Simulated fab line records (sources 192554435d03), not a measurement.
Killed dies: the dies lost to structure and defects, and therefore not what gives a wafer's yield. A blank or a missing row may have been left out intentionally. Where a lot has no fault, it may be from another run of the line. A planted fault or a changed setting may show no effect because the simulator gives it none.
fab line records + flow n5_finfet
record:
- lots: 7
- wafers: 21
route steps=1938 shown BEOL_M14@1743 MIM_BOT@1833 PAD_METAL@1895 PASSIVATION@1901
start_h: start of the lot's first displayed wafer, in hours after the record's first day + wait_h: hours elapsed since this lot's preceding step + " repeats the value in the row above + L1.1+2: a single row standing in for several wafers + - either no value or no given start + * or withheld: withheld + < > ~ a bound
route shown NAME@n: a module of which the file shows steps, and the number in the route of the first + usual: mean/standard deviation taken from wafers without a fault + same: alike in all rows + chamber/n: place in a boat + sites: the reading at each site + _std_site: standard deviation of those values + _edge_site: outer sites' mean less inner sites' + radius_mm: for every site, how far away it sits from the centre of the wafer + mask NAME#n: copy n + behind: the most recent tool/chamber to have shaped the wafer + hold: why the lot was held/for how many hours/how that ended + device: transistor that didn't switch, given as n, p or np + end of line: at the end of the route, the tests of the same wafers + step lacking rows: just its recipe + killed: at the first sort, the dies lost to defects and structure; wafer yield is something else + map: the dies of a wafer, with x for killed, . for not killed, _ for no die there
set.NAME: the setting that was run; set.NAME@STEP: the one run at that earlier step + model.NAME: the simulator's own value behind a step, which no gauge read
one table per step and one row per wafer, for lots whose settings were changed on purpose
== steps ==
step: N5_BEOL_M14_PEB_26
recipe:
- peb_temp_c: 130
- peb_time_s: 90
| lot.wafer  | tool           | chamber | start_h | wait_h | set.peb_temp_c |
|------------|----------------|---------|---------|--------|----------------|
| L076.1+6   | litho_track-05 | 0       | 248.84  | 0.1    | 130            |
| L076.4     | "              | 0       | "       | "      | 126.5          |
| L079.1     | litho_track-04 | 0       | 274.07  | 0.1    | 127.7          |
| L079.3+6   | "              | 0       | "       | "      | 130            |
| L080.1+3+4 | litho_track-05 | 0       | 277.71  | 0.1    | 130            |
| L082.2+3+5 | litho_track-02 | 0       | 282.85  | 0.0    | 130            |
| L086.2+3+5 | litho_track-02 | 0       | 300.58  | 0.0    | 130            |
| L089.2+4   | litho_track-05 | 0       | 330.35  | 0.0    | 132.3          |
| L089.6     | "              | 0       | "       | "      | 130            |
| L090.1+6   | litho_track-05 | 0       | 343.46  | 0.1    | 127.5          |
| L090.5     | "              | 0       | "       | "      | 130            |
step: N5_BEOL_M14_DEVELOP_27
recipe:
- develop_time_s: 45
- rinse_liquid: diw
- dry: air_spin
- dev_temp_c: 21
step: N5_BEOL_M14_HARDBAKE_32
recipe:
- temp_c: 130
- time_s: 120
step: N5_BEOL_M14_CD_MEAS_28
recipe:
- target_cd_nm: 284.4
- landing_energy_ev: 500
- detector: se_inlens
usual:
- cd_nm: 284.8/2.1
| lot.wafer | tool      | chamber | start_h | wait_h | set.peb_temp_c@BEOL_M14_PEB_26 | cd_nm |
|-----------|-----------|---------|---------|--------|--------------------------------|-------|
| L076.1    | cd_sem-03 | 0       | 248.95  | -      | 130                            | 284.3 |
| L076.4    | "         | 0       | "       | "      | 126.5                          | 269.4 |
| L076.6    | "         | 0       | "       | "      | 130                            | 285.3 |
| L079.1    | cd_sem-01 | 0       | 274.18  | -      | 127.7                          | 270.2 |
| L079.3    | "         | 0       | "       | "      | 130                            | 285.8 |
| L079.6    | "         | 0       | "       | "      | 130                            | 282.8 |
| L080.1    | cd_sem-03 | 0       | 277.82  | -      | 130                            | 285.6 |
| L080.3    | "         | 0       | "       | "      | 130                            | 286.2 |
| L080.4    | "         | 0       | "       | "      | 130                            | 289.5 |
| L082.2    | cd_sem-02 | 0       | 282.96  | -      | 130                            | 282.1 |
| L082.3    | "         | 0       | "       | "      | 130                            | 285.4 |
| L082.5    | "         | 0       | "       | "      | 130                            | 281.8 |
| L086.2    | cd_sem-02 | 0       | 300.69  | -      | 130                            | 282.8 |
| L086.3    | "         | 0       | "       | "      | 130                            | 284.2 |
| L086.5    | "         | 0       | "       | "      | 130                            | 281.8 |
| L089.2    | cd_sem-02 | 0       | 330.46  | -      | 132.3                          | 293.5 |
| L089.4    | "         | 0       | "       | "      | 132.3                          | 294.7 |
| L089.6    | "         | 0       | "       | "      | 130                            | 285.1 |
| L090.1    | cd_sem-01 | 0       | 343.58  | -      | 127.5                          | 271.5 |
| L090.5    | "         | 0       | "       | "      | 130                            | 285.5 |
| L090.6    | "         | 0       | "       | "      | 127.5                          | 272.8 |
step: N5_BEOL_M14_DESCUM_33
recipe:
- chemistry: O2
- time_s: 7.9
- source_power_w: 50
- bias_power_w: 20
- pressure_mtorr: 20
- rf_frequency_hz: 2.712e+07
- temp_c: 40
- o2_flow_sccm: 225
| lot.wafer | tool        | chamber | start_h | wait_h | set.peb_temp_c@BEOL_M14_PEB_26 | model.BEOL_M14.cd_nm |
|-----------|-------------|---------|---------|--------|--------------------------------|----------------------|
| L076.1    | rie_diel-03 | 2       | 249.28  | 0.3    | 130                            | 284.4                |
| L076.4    | "           | 0       | "       | "      | 126.5                          | 269.4                |
| L076.6    | "           | 0       | "       | "      | 130                            | 285.4                |
| L079.1    | rie_diel-03 | 1       | 274.29  | 0.1    | 127.7                          | 270.2                |
| L079.3    | "           | 0       | "       | "      | 130                            | 286.2                |
| L079.6    | "           | 3       | "       | "      | 130                            | 282.8                |
| L080.1    | rie_diel-04 | 3       | 277.91  | 0.0    | 130                            | 285.6                |
| L080.3    | "           | 1       | "       | "      | 130                            | 286.6                |
| L080.4    | "           | 0       | "       | "      | 130                            | 289.6                |
| L082.2    | rie_diel-01 | 0       | 283.05  | 0.0    | 130                            | 281.8                |
| L082.3    | "           | 2       | "       | "      | 130                            | 285.4                |
| L082.5    | "           | 0       | "       | "      | 130                            | 282.2                |
| L086.2    | rie_diel-03 | 3       | 301.12  | 0.4    | 130                            | 282.8                |
| L086.3    | "           | 2       | "       | "      | 130                            | 284                  |
| L086.5    | "           | 0       | "       | "      | 130                            | 282.2                |
| L089.2    | rie_diel-03 | 0       | 330.76  | 0.2    | 132.3                          | 293.6                |
| L089.4    | "           | 2       | "       | "      | 132.3                          | 295                  |
| L089.6    | "           | 2       | "       | "      | 130                            | 285.4                |
| L090.1    | rie_diel-01 | 0       | 343.66  | 0.0    | 127.5                          | 271.2                |
| L090.5    | "           | 0       | "       | "      | 130                            | 285.6                |
| L090.6    | "           | 1       | "       | "      | 127.5                          | 273.2                |
step: N5_BEOL_M14_ETCH_67
recipe:
- chemistry: CF4
- target: SiARC
- target_depth_a: 1430
- time_s: 238.3
- ion_energy_ev: 80
- pressure_mtorr: 40
- source_w: 545
- bias_w: 36
- Ar_flow_sccm: 100
- cf4_flow_sccm: 100
- ends: cleared
| lot.wafer | tool        | chamber | start_h | wait_h | set.peb_temp_c@BEOL_M14_PEB_26 | model.BEOL_M14.cd_nm |
|-----------|-------------|---------|---------|--------|--------------------------------|----------------------|
| L076.1    | rie_diel-03 | 2       | 249.31  | 0.0    | 130                            | 278.8                |
| L076.4    | "           | 0       | "       | "      | 126.5                          | 265.8                |
| L076.6    | "           | 0       | "       | "      | 130                            | 281.6                |
| L079.1    | rie_diel-03 | 1       | 274.33  | 0.0    | 127.7                          | 264                  |
| L079.3    | "           | 0       | "       | "      | 130                            | 281.8                |
| L079.6    | "           | 3       | "       | "      | 130                            | 278                  |
| L080.1    | rie_diel-04 | 3       | 277.94  | 0.0    | 130                            | 282.8                |
| L080.3    | "           | 1       | "       | "      | 130                            | 283.6                |
| L080.4    | "           | 0       | "       | "      | 130                            | 284.8                |
| L082.2    | rie_diel-01 | 0       | 283.08  | 0.0    | 130                            | 276.2                |
| L082.3    | "           | 2       | "       | "      | 130                            | 281.6                |
| L082.5    | "           | 0       | "       | "      | 130                            | 276.6                |
| L086.2    | rie_diel-03 | 3       | 301.16  | 0.0    | 130                            | 278.6                |
| L086.3    | "           | 2       | "       | "      | 130                            | 279                  |
| L086.5    | "           | 0       | "       | "      | 130                            | 277.6                |
| L089.2    | rie_diel-03 | 0       | 330.80  | 0.0    | 132.3                          | 289.2                |
| L089.4    | "           | 2       | "       | "      | 132.3                          | 289.4                |
| L089.6    | "           | 2       | "       | "      | 130                            | 280                  |
| L090.1    | rie_diel-01 | 0       | 343.70  | 0.0    | 127.5                          | 266.2                |
| L090.5    | "           | 0       | "       | "      | 130                            | 280.2                |
| L090.6    | "           | 1       | "       | "      | 127.5                          | 269.2                |
step: N5_BEOL_M14_ETCH_68
recipe:
- chemistry: N2/H2
- target: SOC
- mask_material: SiARC
- source_w: 3000
- bias_w: 350
- temp_c: 40
- time_s: 450
- ion_energy_ev: 200
- pressure_mtorr: 30
- n2_flow_sccm: 200
- h2_flow_sccm: 200
| lot.wafer | tool        | chamber | start_h | wait_h | set.peb_temp_c@BEOL_M14_PEB_26 | model.BEOL_M14.cd_nm |
|-----------|-------------|---------|---------|--------|--------------------------------|----------------------|
| L076.1    | rie_diel-03 | 2       | 249.46  | 0.1    | 130                            | 279.4                |
| L076.4    | "           | 0       | "       | "      | 126.5                          | 263.6                |
| L076.6    | "           | 0       | "       | "      | 130                            | 280.2                |
| L079.1    | rie_diel-03 | 1       | 274.47  | 0.1    | 127.7                          | 261.4                |
| L079.3    | "           | 0       | "       | "      | 130                            | 280.4                |
| L079.6    | "           | 3       | "       | "      | 130                            | 277.6                |
| L080.1    | rie_diel-04 | 3       | 278.09  | 0.1    | 130                            | 283.8                |
| L080.3    | "           | 1       | "       | "      | 130                            | 286.8                |
| L080.4    | "           | 0       | "       | "      | 130                            | 286.6                |
| L082.2    | rie_diel-01 | 0       | 283.23  | 0.1    | 130                            | 274.2                |
| L082.3    | "           | 2       | "       | "      | 130                            | 279.2                |
| L082.5    | "           | 0       | "       | "      | 130                            | 275.2                |
| L086.2    | rie_diel-03 | 3       | 301.30  | 0.1    | 130                            | 281.6                |
| L086.3    | "           | 2       | "       | "      | 130                            | 277.8                |
| L086.5    | "           | 0       | "       | "      | 130                            | 277                  |
| L089.2    | rie_diel-03 | 0       | 330.95  | 0.1    | 132.3                          | 291.8                |
| L089.4    | "           | 2       | "       | "      | 132.3                          | 290.4                |
| L089.6    | "           | 2       | "       | "      | 130                            | 281.2                |
| L090.1    | rie_diel-01 | 0       | 343.85  | 0.1    | 127.5                          | 266.4                |
| L090.5    | "           | 0       | "       | "      | 130                            | 280.8                |
| L090.6    | "           | 1       | "       | "      | 127.5                          | 269                  |
step: N5_BEOL_M14_TRENCH_ETCH_34
recipe:
- chemistry: C4F8/O2/Ar
- target: SiO2
- target_depth_a: 5566.5
- mask_material: SOC
- he_inner_torr: 15
- he_outer_torr: 30
- time_s: 126.9
- ion_energy_ev: 800
- pressure_mtorr: 20
- source_w: 1905
- bias_w: 2040
- Ar_flow_sccm: 400
- C4F8_flow_sccm: 16
- O2_flow_sccm: 12
usual:
- rf_vpp_V: 2245/48
| lot.wafer | tool        | chamber | start_h | wait_h | set.bias_w | rf_vpp_V |
|-----------|-------------|---------|---------|--------|------------|----------|
| L076.1    | rie_diel-03 | 2       | 249.73  | 0.0    | 2040       | 2231     |
| L076.4    | "           | 0       | "       | "      | 2040       | 2230     |
| L076.6    | "           | 0       | "       | "      | 2040       | 2230     |
| L079.1    | rie_diel-03 | 1       | 274.75  | 0.0    | 2040       | 2290     |
| L079.3    | "           | 0       | "       | "      | 2040       | 2231     |
| L079.6    | "           | 3       | "       | "      | 2040       | 2315     |
| L080.1    | rie_diel-04 | 3       | 278.36  | 0.0    | 2040       | 2188     |
| L080.3    | "           | 1       | "       | "      | 2040       | 2145     |
| L080.4    | "           | 0       | "       | "      | 1778       | 2019     |
| L082.2    | rie_diel-01 | 0       | 283.50  | 0.0    | 1862       | 2087     |
| L082.3    | "           | 2       | "       | "      | 2040       | 2221     |
| L082.5    | "           | 0       | "       | "      | 2040       | 2226     |
| L086.2    | rie_diel-03 | 3       | 301.58  | 0.0    | 2040       | 2315     |
| L086.3    | "           | 2       | "       | "      | 2040       | 2230     |
| L086.5    | "           | 0       | "       | "      | 2040       | 2231     |
| L089.2    | rie_diel-03 | 0       | 331.22  | 0.0    | 2040       | 2230     |
| L089.4    | "           | 2       | "       | "      | 2402       | 2491     |
| L089.6    | "           | 2       | "       | "      | 2402       | 2493     |
| L090.1    | rie_diel-01 | 0       | 344.12  | 0.0    | 2040       | 2225     |
| L090.5    | "           | 0       | "       | "      | 2040       | 2224     |
| L090.6    | "           | 1       | "       | "      | 2040       | 2234     |
step: N5_BEOL_M14_STRIP_70
recipe:
- chemistry: C4F8/O2/Ar
- resist: SiARC
- rf_frequency_hz: 6e+07
step: N5_BEOL_M14_STRIP_37
recipe:
- chemistry: O2
- power_w: 600
- temp_c: 60
- pressure_mtorr: 30
- rf_frequency_hz: 6e+07
- bias_power_w: 0
- overash_fraction: 0.3
- o2_flow_sccm: 225
step: N5_BEOL_M14_ETCH_38
recipe:
- chemistry: CF4/N2
- target: SiCN
- target_depth_a: 1065
- taper_deg: 2
- time_s: 120.6
- ion_energy_ev: 150
- mask_material: SiO2
- pressure_mtorr: 40
- source_w: 430
- bias_w: 70
- Ar_flow_sccm: 100
- cf4_flow_sccm: 60
- n2_flow_sccm: 60
| lot.wafer | tool        | chamber | start_h | wait_h | set.peb_temp_c@BEOL_M14_PEB_26 | model.BEOL_M14.cd_nm |
|-----------|-------------|---------|---------|--------|--------------------------------|----------------------|
| L076.1    | rie_diel-04 | 3       | -       | -      | 130                            | 279.8                |
| L076.4    | "           | 2       | "       | "      | 126.5                          | 264.2                |
| L076.6    | "           | 1       | "       | "      | 130                            | 281                  |
| L079.1    | rie_diel-04 | 2       | -       | -      | 127.7                          | 261.8                |
| L079.3    | "           | 1       | "       | "      | 130                            | 280.6                |
| L079.6    | "           | 1       | "       | "      | 130                            | 277.4                |
| L080.1    | rie_diel-04 | 3       | -       | -      | 130                            | 284.4                |
| L080.3    | "           | 2       | "       | "      | 130                            | 287.6                |
| L080.4    | "           | 0       | "       | "      | 130                            | 286.8                |
| L082.2    | rie_diel-03 | 1       | -       | -      | 130                            | 274.8                |
| L082.3    | "           | 2       | "       | "      | 130                            | 279.8                |
| L082.5    | "           | 1       | "       | "      | 130                            | 275.8                |
| L086.2    | rie_diel-03 | 1       | -       | -      | 130                            | 281.4                |
| L086.3    | "           | 2       | "       | "      | 130                            | 278.2                |
| L086.5    | "           | 3       | "       | "      | 130                            | 277.6                |
| L089.2    | rie_diel-01 | 2       | -       | -      | 132.3                          | 292.6                |
| L089.4    | "           | 0       | "       | "      | 132.3                          | 290.4                |
| L089.6    | "           | 2       | "       | "      | 130                            | 281                  |
| L090.1    | rie_diel-01 | 2       | -       | -      | 127.5                          | 266.6                |
| L090.5    | "           | 2       | "       | "      | 130                            | 281.2                |
| L090.6    | "           | 1       | "       | "      | 127.5                          | 269.4                |
step: N5_MIM_BOT_SPUTTER_00
recipe:
- material: TiN
- target_thk_a: 350
- temp_c: 200
- power_w: 3000
- chamber_pressure_pa: 0.49996
- gas: Ar
- reactive_partial_pa: 0.37997
- time_s: 89.7
| lot.wafer | tool           | chamber | start_h | wait_h | set.time_s | model.TiN_of_MIM_BOT_SPUTTER_00.thk_nm |
|-----------|----------------|---------|---------|--------|------------|----------------------------------------|
| L076.1+6  | pvd_sputter-03 | -       | 259.94  | 0.0    | 89.7       | 35                                     |
| L076.4    | "              | -       | "       | "      | 89.7       | 35.2                                   |
| L079.1    | pvd_sputter-02 | -       | 284.86  | 0.0    | 89.7       | 34.8                                   |
| L079.3    | "              | -       | "       | "      | 81.18      | 31.4                                   |
| L079.6    | "              | -       | "       | "      | 89.7       | 34.4                                   |
| L080.1    | pvd_sputter-02 | -       | 292.93  | 0.0    | 95.48      | 37.2                                   |
| L080.3    | "              | -       | "       | "      | 89.7       | 34.8                                   |
| L080.4    | "              | -       | "       | "      | 89.7       | 35                                     |
| L082.2    | pvd_sputter-02 | -       | 293.73  | 0.0    | 89.7       | 34.6                                   |
| L082.3    | "              | -       | "       | "      | 83.94      | 32.8                                   |
| L082.5    | "              | -       | "       | "      | 89.7       | 35                                     |
| L086.2+3  | pvd_sputter-03 | -       | 318.52  | 0.0    | 89.7       | 34.4                                   |
| L086.5    | "              | -       | "       | "      | 89.7       | 34.6                                   |
| L089.2    | pvd_sputter-01 | -       | 350.52  | 0.0    | 89.7       | 33.6                                   |
| L089.4    | "              | -       | "       | "      | 101.2      | 38.8                                   |
| L089.6    | "              | -       | "       | "      | 101.2      | 38.6                                   |
| L090.1    | pvd_sputter-01 | -       | 357.81  | 0.0    | 99.77      | 37.8                                   |
| L090.5    | "              | -       | "       | "      | 99.77      | 38.2                                   |
| L090.6    | "              | -       | "       | "      | 99.77      | 38                                     |
step: N5_PASSIVATION_SPUTTER_20
recipe:
- material: TaN
- target_thk_a: 500
- temp_c: 25
- chamber_pressure_pa: 0.4
| lot.wafer | tool           | chamber | start_h | wait_h | set.target_thk_a | model.TaN_of_PASSIVATION_SPUTTER_20.thk_nm |
|-----------|----------------|---------|---------|--------|------------------|--------------------------------------------|
| L076.1+6  | pvd_sputter-02 | -       | 266.60  | 0.0    | 500              | 50.4                                       |
| L076.4    | "              | -       | "       | "      | 500              | 50.2                                       |
| L079.1    | pvd_sputter-02 | -       | 293.09  | 0.0    | 449.6            | 44.8                                       |
| L079.3    | "              | -       | "       | "      | 449.6            | 45                                         |
| L079.6    | "              | -       | "       | "      | 500              | 50                                         |
| L080.1    | pvd_sputter-03 | -       | 300.40  | 0.0    | 526.6            | 53.8                                       |
| L080.3    | "              | -       | "       | "      | 526.6            | 52.8                                       |
| L080.4    | "              | -       | "       | "      | 500              | 50.4                                       |
| L082.2+3  | pvd_sputter-01 | -       | 300.79  | 0.0    | 500              | 50.4                                       |
| L082.5    | "              | -       | "       | "      | 500              | 50.2                                       |
| L086.2    | pvd_sputter-02 | -       | 326.49  | 0.0    | 500              | 50.2                                       |
| L086.3+5  | "              | -       | "       | "      | 500              | 50                                         |
| L089.2+4  | pvd_sputter-01 | -       | 358.85  | 0.0    | 500              | 49.6                                       |
| L089.6    | "              | -       | "       | "      | 553.8            | 55.4                                       |
| L090.1    | pvd_sputter-03 | -       | 362.65  | 0.0    | 500              | 50.4                                       |
| L090.5    | "              | -       | "       | "      | 500              | 50.2                                       |
| L090.6    | "              | -       | "       | "      | 500              | 50.6                                       |
step: N5_PASSIVATION_EXPOSE_27
recipe:
- mask_id: PAD
- na: 0.55
- source_shape: conventional
- sigma_outer: 0.8
- polarization: unpolarized
- defocus_nm: 0
- dose_mj: 32.3
| lot.wafer  | tool           | chamber | start_h | wait_h | mask  | set.dose_mj |
|------------|----------------|---------|---------|--------|-------|-------------|
| L076.1     | krf_scanner-01 | 0       | 266.99  | -      | PAD#0 | 33.4        |
| L076.4+6   | "              | 0       | "       | "      | PAD#0 | 32.3        |
| L079.1+3+6 | krf_scanner-01 | 0       | 293.61  | -      | PAD#0 | 32.3        |
| L080.1+3+4 | krf_scanner-01 | 0       | 300.92  | -      | PAD#0 | 32.3        |
| L082.2+3   | krf_scanner-02 | 0       | 301.31  | -      | PAD#0 | 34.43       |
| L082.5     | "              | 0       | "       | "      | PAD#0 | 32.3        |
| L086.2+3+5 | krf_scanner-02 | 0       | 329.25  | -      | PAD#0 | 32.3        |
| L089.2+6   | krf_scanner-01 | 0       | 359.25  | -      | PAD#0 | 32.3        |
| L089.4     | "              | 0       | "       | "      | PAD#0 | 34.02       |
| L090.1+6   | krf_scanner-02 | 0       | 363.16  | -      | PAD#0 | 32.3        |
| L090.5     | "              | 0       | "       | "      | PAD#0 | 33.13       |
step: N5_PASSIVATION_PEB_28
recipe:
- peb_temp_c: withheld
- peb_time_s: *
step: N5_PASSIVATION_DEVELOP_29
recipe:
- develop_time_s: 60
- rinse_liquid: diw
- dry: air_spin
- dev_temp_c: 21
step: N5_PASSIVATION_HARDBAKE_31
recipe:
- temp_c: 130
- time_s: 120
step: N5_PASSIVATION_CD_MEAS_30
recipe:
- target_cd_nm: 4000
- landing_energy_ev: 500
- detector: se_inlens
- polarity: opening
usual:
- cd_nm: 4001.1/2.7
| lot.wafer | tool      | chamber | start_h | wait_h | set.dose_mj@PASSIVATION_EXPOSE_27 | cd_nm  |
|-----------|-----------|---------|---------|--------|-----------------------------------|--------|
| L076.1    | cd_sem-01 | 0       | 267.17  | -      | 33.4                              | 4008.8 |
| L076.4    | "         | 0       | "       | "      | 32.3                              | 4002.3 |
| L076.6    | "         | 0       | "       | "      | 32.3                              | 4003.4 |
| L079.1    | cd_sem-01 | 0       | 293.79  | -      | 32.3                              | 3999.7 |
| L079.3    | "         | 0       | "       | "      | 32.3                              | 4002.6 |
| L079.6    | "         | 0       | "       | "      | 32.3                              | 4003.0 |
| L080.1    | cd_sem-03 | 0       | 301.09  | -      | 32.3                              | 3998.6 |
| L080.3    | "         | 0       | "       | "      | 32.3                              | 4000.8 |
| L080.4    | "         | 0       | "       | "      | 32.3                              | 4001.9 |
| L082.2    | cd_sem-01 | 0       | 301.48  | -      | 34.43                             | 4006.0 |
| L082.3    | "         | 0       | "       | "      | 34.43                             | 4008.1 |
| L082.5    | "         | 0       | "       | "      | 32.3                              | 3998.3 |
| L086.2    | cd_sem-03 | 0       | 329.42  | -      | 32.3                              | 4003.2 |
| L086.3    | "         | 0       | "       | "      | 32.3                              | 4003.2 |
| L086.5    | "         | 0       | "       | "      | 32.3                              | 4003.5 |
| L089.2    | cd_sem-02 | 0       | 359.42  | -      | 32.3                              | 4005.1 |
| L089.4    | "         | 0       | "       | "      | 34.02                             | 4010.2 |
| L089.6    | "         | 0       | "       | "      | 32.3                              | 4002.3 |
| L090.1    | cd_sem-03 | 0       | 363.34  | -      | 32.3                              | 3999.4 |
| L090.5    | "         | 0       | "       | "      | 33.13                             | 4002.7 |
| L090.6    | "         | 0       | "       | "      | 32.3                              | 3997.1 |
step: N5_PASSIVATION_PECVD_35
recipe:
- material: SiNx
- target_thk_a: 7000
- temp_c: 400
- precursor: SiH4/NH3/N2
- pressure_torr: 4.9
- rf_w: 1406
- time_s: 151.3
| lot.wafer | tool     | chamber | start_h | wait_h | set.time_s | model.SiNx_of_PASSIVATION_PECVD_35.thk_nm |
|-----------|----------|---------|---------|--------|------------|-------------------------------------------|
| L076.1    | pecvd-02 | 2       | 268.47  | 0.1    | 151.3      | 694                                       |
| L076.4    | "        | 0       | "       | "      | 162.6      | 757.4                                     |
| L076.6    | "        | 2       | "       | "      | 151.3      | 713.2                                     |
| L079.1    | pecvd-01 | 1       | 295.09  | 0.1    | 133.6      | 627.8                                     |
| L079.3    | "        | 2       | "       | "      | 151.3      | 681                                       |
| L079.6    | "        | 1       | "       | "      | 151.3      | 701.8                                     |
| L080.1    | pecvd-01 | 2       | 302.73  | 0.1    | 151.3      | 680.8                                     |
| L080.3    | "        | 0       | "       | "      | 140.7      | 644.2                                     |
| L080.4    | "        | 2       | "       | "      | 140.7      | 639.6                                     |
| L082.2    | pecvd-04 | 1       | 303.41  | 0.1    | 166.5      | 768.2                                     |
| L082.3    | "        | 0       | "       | "      | 151.3      | 693.2                                     |
| L082.5    | "        | 0       | "       | "      | 151.3      | 711.6                                     |
| L086.2    | pecvd-04 | 2       | 330.85  | 0.1    | 151.3      | 689                                       |
| L086.3    | "        | 1       | "       | "      | 151.3      | 681.8                                     |
| L086.5    | "        | 0       | "       | "      | 151.3      | 709.6                                     |
| L089.2    | pecvd-01 | 1       | 360.76  | 0.1    | 151.3      | 692.4                                     |
| L089.4    | "        | 1       | "       | "      | 136        | 631.2                                     |
| L089.6    | "        | 0       | "       | "      | 136        | 620.2                                     |
| L090.1    | pecvd-02 | 2       | 364.81  | 0.1    | 151.3      | 700                                       |
| L090.5    | "        | 0       | "       | "      | 143.4      | 676.6                                     |
| L090.6    | "        | 1       | "       | "      | 143.4      | 676                                       |
== key ==
split:
- step: N5_BEOL_M14_PEB_26
- setting: peb_temp_c
- stated: 130
- by: wafer
response:
- step: N5_BEOL_M14_CD_MEAS_28
- reading: cd_nm
- change: +6.29
- per: 1%
- r: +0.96
response:
- step: N5_BEOL_M14_DESCUM_33
- reading: model.BEOL_M14.cd_nm
- change: +6.31
- per: 1%
- r: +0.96
response:
- step: N5_BEOL_M14_ETCH_67
- reading: model.BEOL_M14.cd_nm
- change: +6.24
- per: 1%
- r: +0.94
response:
- step: N5_BEOL_M14_ETCH_68
- reading: model.BEOL_M14.cd_nm
- change: +6.83
- per: 1%
- r: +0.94
response:
- step: N5_BEOL_M14_ETCH_38
- reading: model.BEOL_M14.cd_nm
- change: +6.86
- per: 1%
- r: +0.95
split:
- step: N5_BEOL_M14_TRENCH_ETCH_34
- setting: bias_w
- stated: 2040
- by: wafer
response:
- step: N5_BEOL_M14_TRENCH_ETCH_34
- reading: rf_vpp_V
- change: +13.9
- per: 1%
- r: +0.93
split:
- step: N5_MIM_BOT_SPUTTER_00
- setting: time_s
- stated: 89.7
- by: wafer
response:
- step: N5_MIM_BOT_SPUTTER_00
- reading: model.TiN_of_MIM_BOT_SPUTTER_00.thk_nm
- change: +0.366
- per: 1%
- r: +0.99
split:
- step: N5_PASSIVATION_SPUTTER_20
- setting: target_thk_a
- stated: 500
- by: wafer
response:
- step: N5_PASSIVATION_SPUTTER_20
- reading: model.TaN_of_PASSIVATION_SPUTTER_20.thk_nm
- change: +0.526
- per: 1%
- r: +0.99
split:
- step: N5_PASSIVATION_EXPOSE_27
- setting: dose_mj
- stated: 32.3
- by: wafer
response:
- step: N5_PASSIVATION_CD_MEAS_30
- reading: cd_nm
- change: +1.38
- per: 1%
- r: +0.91
split:
- step: N5_PASSIVATION_PECVD_35
- setting: time_s
- stated: 151.3
- by: wafer
response:
- step: N5_PASSIVATION_PECVD_35
- reading: model.SiNx_of_PASSIVATION_PECVD_35.thk_nm
- change: +6.09
- per: 1%
- r: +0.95
